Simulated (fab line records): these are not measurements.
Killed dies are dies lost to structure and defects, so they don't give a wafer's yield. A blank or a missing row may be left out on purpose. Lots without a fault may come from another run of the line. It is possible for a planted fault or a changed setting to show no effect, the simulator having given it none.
One fault through the eyes of 3 desks + flow nandHarc + what lay behind the numbers comes last; until then each desk has only its own

== AT THE METROLOGY DESK ==
What the gauges read for every lot (on any tool): the sampled wafers with a number, averaged. The brackets show how far a lot's mean lies from the usual mean; more than 4 standard deviations puts the lot out of limits, marked OUT.
Columns: A = thkNm at NHARC_A_BONDPAD_THK_MEAS_20, usual 169.6 nm
| lot  | first seen here | A     |
|------|-----------------|-------|
| L459 | day 18 02:45    | 168.2 |
| L462 | day 18 04:40    | 170.0 |
| L461 | day 18 08:23    | 169.5 |
| L464 | day 19 17:01    | 170.2 |
| L469 | day 19 22:06    | 168.7 |
| L467 | day 20 07:16    | 169.5 |
| L468 | day 20 08:23    | 169.2 |
| L466 | day 20 12:53    | 168.7 |
| L472 | day 20 23:17    | 170.0 |
| L475 | day 22 07:11    | 169.5 |
| L479 | day 22 20:20    | 167.9 |
| L480 | day 24 00:02    | 169.3 |
| L481 | day 24 03:44    | 172.6 |
This desk's finding: nothing out of limits on any of the 13 lots.

== THE DEFECT DESK ==
Lot by lot, what the route's inspections counted, given as the mean of those sampled wafers with a number. The brackets show how far a lot's mean lies from the usual mean; more than 4 standard deviations puts the lot out of limits, marked OUT.
Columns: A = rawDefectCount at NHARC_A_BONDPAD_INSPECT_23, usual 498
| lot  | first seen here | A   |
|------|-----------------|-----|
| L459 | day 18 02:58    | 483 |
| L462 | day 18 04:52    | 407 |
| L461 | day 18 08:37    | 415 |
| L464 | day 19 17:14    | 364 |
| L469 | day 19 22:18    | 595 |
| L467 | day 20 07:29    | 486 |
| L468 | day 20 08:35    | 460 |
| L466 | day 20 13:05    | 316 |
| L472 | day 20 23:29    | 604 |
| L475 | day 22 07:23    | 660 |
| L479 | day 22 20:34    | 562 |
| L480 | day 24 00:15    | 456 |
| L481 | day 24 03:58    | 678 |
This desk's finding: nothing out of limits on any of the 13 lots.

== FOR THE TOOL OWNER'S DESK: krfScanner-02 ==
The tool's own readings at NHARC_P_ZERO_WELL_EXPOSE_34 (exposes mask P PWELL, target cd 720 nm): means of the sampled wafers that have a number, for each lot that ran on this tool. The brackets show how far a lot's mean lies from the usual mean; more than 4 standard deviations puts the lot out of limits, marked OUT.
Columns: A = exposureDoseMJCm2 at NHARC_P_ZERO_WELL_EXPOSE_34, usual 22.315
| lot  | first seen here | A      |
|------|-----------------|--------|
| L466 | day 3 10:06     | 22.341 |
| L467 | day 3 15:56     | 22.319 |
| L472 | day 4 22:08     | 22.295 |
| L475 | day 5 16:08     | 22.322 |
| L479 | day 6 16:05     | 22.288 |
This desk's finding: nothing out of limits on any of the 5 lots.

== BROUGHT TOGETHER ==
Metrology desk: nothing out of limits seen.
No out-of-limits result turned up at the defect desk.
The desk of the tool owner found nothing out of limits.

== WHAT THE SIMULATOR HAD PUT IN ==
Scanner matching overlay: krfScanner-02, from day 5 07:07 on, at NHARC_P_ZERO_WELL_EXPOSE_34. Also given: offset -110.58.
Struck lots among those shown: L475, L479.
